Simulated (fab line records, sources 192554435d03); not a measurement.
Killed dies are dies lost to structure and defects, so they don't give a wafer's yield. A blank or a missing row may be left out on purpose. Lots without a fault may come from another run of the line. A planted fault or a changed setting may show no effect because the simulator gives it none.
A struck lot beside a sound one | flow n5_finfet | 32 steps out of a route of 1938
Sound: wafers L296.1, L296.3, L296.6. Struck: wafer L282.4. (L282.1, L282.5 of the same lot were not struck and are left out.) The cause comes at the end.
At each step with rows: each side's tool, then ch and its chambers, then its first start. Under that, the readings that differ: sound wafers | struck wafers | difference of the means | sigmas: that difference in standard deviations of wafers without a fault.
alike: readings whose means differ by less than 2 such deviations, and words and numbers that are the same on both sides. not compared: withheld readings, readings that some wafer has no value for, bounds like >300 that may hide the same value, and numbers for which the record gives no deviation and whose values overlap.
The two part at a step that has a row with sigmas, a row that says differs or no value, or rows on one side only. Numbers that don't overlap but have no deviation are shown without sigmas and don't part them. A reading that every wafer of one side lacks parts them only if that side has two wafers or more.

first, 11 steps without rows for these wafers: N5_BEOL_M15_PRECLEAN_39 (cleans in residue remover, time 60 s); N5_BEOL_M15_SRD_40 (time 30 s, dry time 30 s); N5_BEOL_M15_DEGAS_41 (time 60 s); N5_BEOL_M15_PRE_CLEAN_42 (time 30 s); N5_BEOL_M15_SPUTTER_43 (material TaN, target thk 15 nm, time 24.19 s); N5_BEOL_M15_SPUTTER_44 (material Ta, target thk 15 nm, time 24.19 s); N5_BEOL_M15_SPUTTER_45 (material Cu, target thk 100 nm, time 16.67 s); N5_BEOL_M15_ECD_47 (material Cu, target thk 1860 nm); N5_BEOL_M15_ANNEAL_48 (time 90 s); N5_BEOL_M15_CMP_49 (polishes, stops on SiO2, t overpolish 4.9 s, target thk 850 nm); N5_BEOL_M15_PRE_CLEAN_52 (time 15 s).
N5_BEOL_M15_DEP_53: deposits SiCN from 3MS/NH3, target thk 50 nm, time 17.8 s.
  sound on pecvd-04 ch 0,1,2, day 17 03:42; struck on pecvd-02 ch 0, day 13 19:13
  alike: showerhead_plenum_p_Torr, throttle_valve_pct
N5_BEOL_M15_INSPECT_55: inspects for defects (darkfield).
  sound on defect_inspect-01, day 17 03:48; struck on defect_inspect-01, day 13 19:19
  reading          | sound    | struck | difference | sigmas
  raw_defect_count | 53 85 60 | 506    | +440       | +18
then, 16 steps without rows for these wafers: N5_PASSIVATION_PECVD_00 (deposits SiO2 from SiH4/N2O, target thk 200 nm, time 11.2 s); N5_MIM_BOT_DEGAS_01 (time 60 s); N5_MIM_BOT_SPUTTER_00 (material TiN, target thk 35 nm, time 89.7 s); N5_MIM_TOP_ALD_00 (deposits Al2O3, purge time 3 s, co reactant pulse time 3 s); N5_MIM_TOP_ALD_01 (deposits HfO2, target thk 5.6 nm, pulse time 1 s, purge time 3 s); N5_MIM_TOP_ALD_02 (deposits Al2O3, purge time 3 s, co reactant pulse time 3 s); N5_MIM_TOP_DEGAS_04 (time 60 s); N5_MIM_TOP_SPUTTER_03 (material TiN, target thk 35 nm, time 89.7 s); N5_MIM_TOP_LITHO_HMDS_01 (time 60 s); N5_MIM_TOP_LITHO_COAT_02; N5_MIM_TOP_LITHO_EBR_04; N5_MIM_TOP_LITHO_SOFTBAKE_03 (time 90 s); N5_MIM_TOP_LITHO_EXPOSE_05 (exposes mask MIM TOP, target cd 2000 nm); N5_MIM_TOP_LITHO_PEB_06; N5_MIM_TOP_LITHO_DEVELOP_07 (develop time 60 s); N5_MIM_TOP_LITHO_HARDBAKE_09 (time 120 s).
N5_MIM_TOP_LITHO_INSPECT_12: inspects for defects (macro).
  sound on defect_inspect-01, day 17 08:16; struck on defect_inspect-01, day 14 03:21
  reading          | sound | struck | difference | sigmas
  raw_defect_count | 4 3 1 | >300   | differs    |
then, 1 step without rows for these wafers: N5_MIM_TOP_LITHO_DESCUM_10 (chemistry O2, time 7.9 s).
N5_PASSIVATION_PROBE_49:
  the record has rows for the struck wafers here (prober-01, day 14 12:51) and none for the sound ones

WHERE THEY PART
First at N5_BEOL_M15_INSPECT_55; last, within this record, at N5_PASSIVATION_PROBE_49.

WHY: what the simulator had put in
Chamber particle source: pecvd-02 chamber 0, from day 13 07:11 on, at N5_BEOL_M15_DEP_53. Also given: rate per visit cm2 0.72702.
